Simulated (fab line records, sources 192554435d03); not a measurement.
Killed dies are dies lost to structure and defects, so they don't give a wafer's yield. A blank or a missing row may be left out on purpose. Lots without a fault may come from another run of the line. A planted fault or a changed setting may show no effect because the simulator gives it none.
Chamber matching | flow n5_finfet | N5_DUMMY_GATE_ETCH_32 on rie_si-03: 4 sister chambers
The step etches SiO2 in CF4, target depth 3.5 nm, time 3.9 s. 14 wafers are shown with their chamber, then 7 later ones without.

WAFERS WITH THEIR CHAMBER
wafer  | chamber | throttle_valve_pct (%) | drypump_motor_current_A (A) | oes_product_au (a.u.)
L074.4 | 1       | 21.96                  | 5.38                        | 0.992
L074.5 | 2       | 21.78                  | 5.84                        | 0.977
L074.6 | 1       | 21.95                  | 5.38                        | 0.994
L075.1 | 1       | 21.96                  | 5.38                        | 1.003
L075.3 | 2       | 21.81                  | 5.83                        | 0.972
L075.6 | 0       | 21.28                  | 5.86                        | 1.007
L081.2 | 2       | 21.80                  | 5.82                        | 0.972
L081.3 | 3       | 22.01                  | 5.85                        | 0.991
L081.6 | 0       | 21.28                  | 5.87                        | 1.005
L090.1 | 0       | 21.29                  | 5.86                        | 1.009
L090.3 | 2       | 21.80                  | 5.82                        | 0.973
L090.4 | 1       | 21.94                  | 5.34                        | 1.014
L091.3 | 2       | 21.80                  | 5.85                        | 0.976
L091.4 | 0       | 21.29                  | 5.89                        | 1.009

SIGNATURES (means of the wafers above)
reading                 | chamber 0 | chamber 1 | chamber 2 | chamber 3 | scatter within a chamber
throttle_valve_pct      | 21.2850   | 21.9525   | 21.7980   | 22.0100   | 0.00925
drypump_motor_current_A | 5.8700    | 5.3700    | 5.8320    | 5.8500    | 0.0157
oes_product_au          | 1.00750   | 1.00075   | 0.97400   | 0.99100   | 0.00579
Rule: a wafer's distance from a chamber is the root of the sum, over the readings, of the square of ((its reading less the chamber's mean) divided by the reading's scatter). The wafer belongs to the nearest chamber; if the next one is less than 2 further off, it can't be placed. The scatter: the root of (the sum of the squares of (reading less its chamber's mean) over the shown wafers, divided by (wafers less chambers)).

WAFERS WITHOUT THEIR CHAMBER
wafer  | throttle_valve_pct (%) | drypump_motor_current_A (A) | oes_product_au (a.u.)
L091.5 | 22.01                  | 5.84                        | 1.005
L095.2 | 21.27                  | 5.91                        | 1.011
L095.3 | 21.78                  | 5.81                        | 0.974
L095.6 | 22.02                  | 5.88                        | 1.002
L097.2 | 21.96                  | 5.37                        | 0.986
L097.3 | 21.29                  | 5.90                        | 1.011
L097.5 | 21.80                  | 5.83                        | 0.980

WHICH CHAMBER EACH WENT THROUGH
wafer  | from the rows above | in truth
L091.5 | 3                   | 3
L095.2 | 0                   | 0
L095.3 | 2                   | 2
L095.6 | 3                   | 3
L097.2 | 1                   | 1
L097.3 | 0                   | 0
L097.5 | 2                   | 2
Placed correctly: 7 of 7. Can't be placed from these rows: 0. Placed wrongly: 0.
